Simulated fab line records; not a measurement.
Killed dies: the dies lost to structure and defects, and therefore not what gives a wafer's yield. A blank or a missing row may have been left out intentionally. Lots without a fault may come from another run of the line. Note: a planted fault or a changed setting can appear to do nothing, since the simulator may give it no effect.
One fault seen from 2 desks | flow n5 finfet | only its own numbers are on each desk; what lay behind them is given at the end

== THE TOOL OWNER'S DESK: rie diel-01 ==
The tool's own readings at N5_BEOL_M2_TRENCH_ETCH_37 (etches SiOC in C4F6/O2, target depth 55.555 nm, time 29.2 s): means of the sampled wafers that have a number, for each lot that ran on this tool. A lot is out of limits, marked OUT, if its mean lies more than 4 standard deviations from the usual mean; the brackets give that distance.
Columns: A = drypump motor current A at N5_BEOL_M2_TRENCH_ETCH_37, usual 5.7 A; B = oes product au at N5_BEOL_M2_TRENCH_ETCH_37, usual 0.82 a.u.; C = rf vpp V at N5_BEOL_M2_TRENCH_ETCH_37, usual 666 V; D = run length s at N5_BEOL_M2_TRENCH_ETCH_37, usual 52.5 s; E = showerhead plenum p Torr at N5_BEOL_M2_TRENCH_ETCH_37, usual 2.83 Torr; F = throttle valve pct at N5_BEOL_M2_TRENCH_ETCH_37, usual 20.75 %
lot  | first seen here | A   | B    | C   | D               | E    | F
L514 | day 7 02:49     | 5.5 | 0.75 | 667 | 52.5            | 2.80 | 20.93
L520 | day 8 18:14     | 5.9 | 0.84 | 668 | 54.5 (+5.1) OUT | 2.80 | 20.82
L522 | day 9 09:13     | 5.8 | 0.92 | 667 | 54.5 (+5.0) OUT | 2.79 | 20.61
L534 | day 12 20:35    | 5.8 | 0.87 | 667 | 52.5            | 2.78 | 20.66
Finding of this desk: L520, L522 out of limits; the first was L520 at day 8 18:14, on run length s at N5_BEOL_M2_TRENCH_ETCH_37. Within limits: L514, L534.

== THE METROLOGY DESK ==
Lot by lot, what the gauges showed, no matter which tool ran the lot: averages of those sampled wafers that carry a number. A lot is out of limits, marked OUT, if its mean lies more than 4 standard deviations from the usual mean; the brackets give that distance. It has 16 readings, of which 7 appear: the earliest out of limits, and the ones furthest out on some lot.
Columns: A = trench depth nm at N5_BEOL_M2_OCD_MEAS_38, usual 55.9 nm; B = M2_THK at N5_BEOL_M2_THK_MEAS_53, usual 40.3 nm; C = M2_RS at N5_BEOL_M2_RS_MEAS_58, usual 0.666 ohm/sq; D = IOFF_P at N5_BEOL_M4_RC_MEAS_101, usual 0.201 nA/um; E = ION_P at N5_BEOL_M4_RC_MEAS_101, usual 462 uA/um; F = SERP_M2 at N5_BEOL_M4_RC_MEAS_101, usual 192 ohm/um; G = SERP_M2_max_site at N5_BEOL_M4_RC_MEAS_101, usual 204 ohm/um
lot  | first seen here | A               | B               | C     | D     | E   | F   | G
L514 | day 7 01:35     | 55.4            | 40.4            | 0.666 | 0.180 | 451 | 189 | 195
L520 | day 8 10:06     | 60.2 (+6.1) OUT | 43.1            | 0.617 | 0.198 | 463 | 189 | 196
L521 | day 9 00:01     | 55.7            | 39.4            | 0.688 | 0.195 | 458 | 189 | 203
L522 | day 9 01:31     | 60.0 (+5.7) OUT | 45.1 (+4.4) OUT | 0.594 | 0.184 | 457 | 170 | 183
L527 | day 10 15:07    | 55.8            | 40.1            | 0.678 | 0.207 | 462 | 185 | 197
L533 | day 11 20:05    | 55.5            | 40.7            | 0.654 | 0.204 | 461 | 198 | 208
L535 | day 12 15:41    | 55.6            | 40.4            | 0.668 | 0.164 | 459 | 185 | 201
L534 | day 12 16:07    | 56.2            | 40.2            | 0.665 | 0.242 | 471 | 199 | 212
Finding of this desk: L520, L522 out of limits; the first was L520 at day 8 18:23, on trench depth nm at N5_BEOL_M2_OCD_MEAS_38. Within limits: L514, L521, L527, L533, L535, L534.

== PUT TOGETHER ==
At day 8 18:14, on L520, L522, the tool owner's desk was in a position to raise an alarm.
L520, L522 would have let the metrology desk raise an alarm at day 8 18:23.
Every lot named ran N5_BEOL_M2_TRENCH_ETCH_37 on rie diel-01.

== WHAT THE SIMULATOR PUT IN ==
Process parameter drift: rie diel-01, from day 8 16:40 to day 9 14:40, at N5_BEOL_M2_TRENCH_ETCH_37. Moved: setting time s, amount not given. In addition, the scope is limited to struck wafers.
Lots struck among those shown: L520, L522.
Hours from the fault's start to each desk's first reading out of limits: the tool owner's desk, 2; the metrology desk, 2.
